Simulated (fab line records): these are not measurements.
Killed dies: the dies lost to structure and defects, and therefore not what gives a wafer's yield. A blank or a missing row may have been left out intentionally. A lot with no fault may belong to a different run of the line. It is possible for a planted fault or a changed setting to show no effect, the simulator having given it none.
Which of the tools did it? / flow n5_finfet / 8 lots with 24 wafers sampled at 5 steps, on a route of 1938 steps

== WHAT THE GAUGES SHOWED, per wafer ==
N5_MOL_CONTACT_COAG_THK_MEAS_29.
lot=L780; measured=day 5 16:30; on=film_metro-01; MD_CAP_THK (nm)=17.89 18.08 17.94
lot=L785; measured=day 6 18:08; on=film_metro-01; MD_CAP_THK (nm)=17.88 17.86 17.88
lot=L787; measured=day 7 08:47; on=film_metro-02; MD_CAP_THK (nm)=18.00 17.99 17.84
lot=L788; measured=day 7 18:38; on=film_metro-02; MD_CAP_THK (nm)=18.16 17.96 18.00
lot=L789; measured=day 7 23:26; on=film_metro-02; MD_CAP_THK (nm)=17.82 17.88 17.82
lot=L793; measured=day 9 00:16; on=film_metro-01; MD_CAP_THK (nm)=18.68 18.76 18.81
lot=L794; measured=day 9 04:39; on=film_metro-02; MD_CAP_THK (nm)=18.66 18.79 18.70
lot=L801; measured=day 10 21:46; on=film_metro-02; MD_CAP_THK (nm)=17.92 17.98 18.07

== TOOL THAT RAN EACH LOT (tool first, then ch and the chambers of the sampled wafers, then the start) ==
lot=L780; N5_MOL_CONTACT_COAG_ETCH_59=rie_diel-05 ch 0,2,3, day 5 06:09; N5_MOL_CONTACT_COAG_ALD_20=ald_metal-03 ch 0,3, day 5 07:08; N5_MOL_CONTACT_COAG_SPUTTER_130=pvd_sputter-01, day 5 13:38; N5_MOL_CONTACT_COAG_CMP_23=cmp-02 ch 0,3, day 5 13:49
lot=L785; N5_MOL_CONTACT_COAG_ETCH_59=rie_diel-06 ch 1,2, day 6 09:11; N5_MOL_CONTACT_COAG_ALD_20=ald_metal-01 ch 2,3, day 6 11:23; N5_MOL_CONTACT_COAG_SPUTTER_130=pvd_sputter-03, day 6 15:16; N5_MOL_CONTACT_COAG_CMP_23=cmp-02 ch 0,1,2, day 6 15:27
lot=L787; N5_MOL_CONTACT_COAG_ETCH_59=rie_diel-01 ch 0,2,3, day 6 23:20; N5_MOL_CONTACT_COAG_ALD_20=ald_metal-02 ch 1,2, day 7 02:13; N5_MOL_CONTACT_COAG_SPUTTER_130=pvd_sputter-01, day 7 05:52; N5_MOL_CONTACT_COAG_CMP_23=cmp-03 ch 0,2, day 7 06:05
lot=L788; N5_MOL_CONTACT_COAG_ETCH_59=rie_diel-05 ch 1,2, day 7 08:49; N5_MOL_CONTACT_COAG_ALD_20=ald_metal-03 ch 0,1,2, day 7 10:09; N5_MOL_CONTACT_COAG_SPUTTER_130=pvd_sputter-02, day 7 15:15; N5_MOL_CONTACT_COAG_CMP_23=cmp-03 ch 0,2,3, day 7 15:33
lot=L789; N5_MOL_CONTACT_COAG_ETCH_59=rie_diel-06 ch 0,1,3, day 7 11:38; N5_MOL_CONTACT_COAG_ALD_20=ald_metal-02 ch 0,2,3, day 7 14:57; N5_MOL_CONTACT_COAG_SPUTTER_130=pvd_sputter-01, day 7 19:45; N5_MOL_CONTACT_COAG_CMP_23=cmp-02 ch 1,2,3, day 7 19:57
lot=L793; N5_MOL_CONTACT_COAG_ETCH_59=rie_diel-01 ch 0,1,3, day 8 13:01; N5_MOL_CONTACT_COAG_ALD_20=ald_metal-02 ch 0,1,2, day 8 14:10; N5_MOL_CONTACT_COAG_SPUTTER_130=pvd_sputter-02, day 8 20:05; N5_MOL_CONTACT_COAG_CMP_23=cmp-02 ch 1,2,3, day 8 20:19
lot=L794; N5_MOL_CONTACT_COAG_ETCH_59=rie_diel-06 ch 0,3, day 8 20:24; N5_MOL_CONTACT_COAG_ALD_20=ald_metal-02 ch 1,2, day 8 21:21; N5_MOL_CONTACT_COAG_SPUTTER_130=pvd_sputter-01, day 9 01:47; N5_MOL_CONTACT_COAG_CMP_23=cmp-02 ch 0,1,2, day 9 02:05
lot=L801; N5_MOL_CONTACT_COAG_ETCH_59=rie_diel-06 ch 0,1,2, day 10 13:10; N5_MOL_CONTACT_COAG_ALD_20=ald_metal-01 ch 1,2,3, day 10 14:10; N5_MOL_CONTACT_COAG_SPUTTER_130=pvd_sputter-01, day 10 18:54; N5_MOL_CONTACT_COAG_CMP_23=cmp-04 ch 1,2, day 10 19:08
- N5_MOL_CONTACT_COAG_ETCH_59: etches underlayer in N2/H2, target depth 13 nm, time 10.4 s.
- N5_MOL_CONTACT_COAG_ALD_20: deposits TiN, target thk 1.5 nm, pulse time 1 s, purge time 3 s.
- N5_MOL_CONTACT_COAG_SPUTTER_130: material Co, target thk 47.5 nm.
- N5_MOL_CONTACT_COAG_CMP_23: polishes, stops on SiO2, t overpolish 1.5 s, target thk 0 nm.

== THE ANSWER, worked out from the rows above alone ==
Rule: the lots themselves supply what counts as usual. The widest of any qualifying gaps counts: lots, ordered by their means at a reading, are off when they make up no more than a third of the lots, leave a main group of 4 or more, and stand apart from it by 3 or more times the standard deviation of that group's means. Not used: any main group whose means are identical at the precision the tables above print for the reading. A lot without any number at a reading at which 4 lots or more have one is off too. All remaining lots with rows at the step are treated as sound.
Off: L793, L794, seen at N5_MOL_CONTACT_COAG_THK_MEAS_29 (MD_CAP_THK). Mean 17.94 nm and standard deviation 0.068 in the main group.
A tool fits if, at a process step before that reading, it ran every lot that is off, and no sound lot after the first of them. Gauges at N5_MOL_CONTACT_COAG_THK_MEAS_29: tried the same way as those tools. This does not decide it: 2 tools fit, namely ald_metal-02 at N5_MOL_CONTACT_COAG_ALD_20 and cmp-02 at N5_MOL_CONTACT_COAG_CMP_23.

== WHAT WAS PUT IN BY THE SIMULATOR ==
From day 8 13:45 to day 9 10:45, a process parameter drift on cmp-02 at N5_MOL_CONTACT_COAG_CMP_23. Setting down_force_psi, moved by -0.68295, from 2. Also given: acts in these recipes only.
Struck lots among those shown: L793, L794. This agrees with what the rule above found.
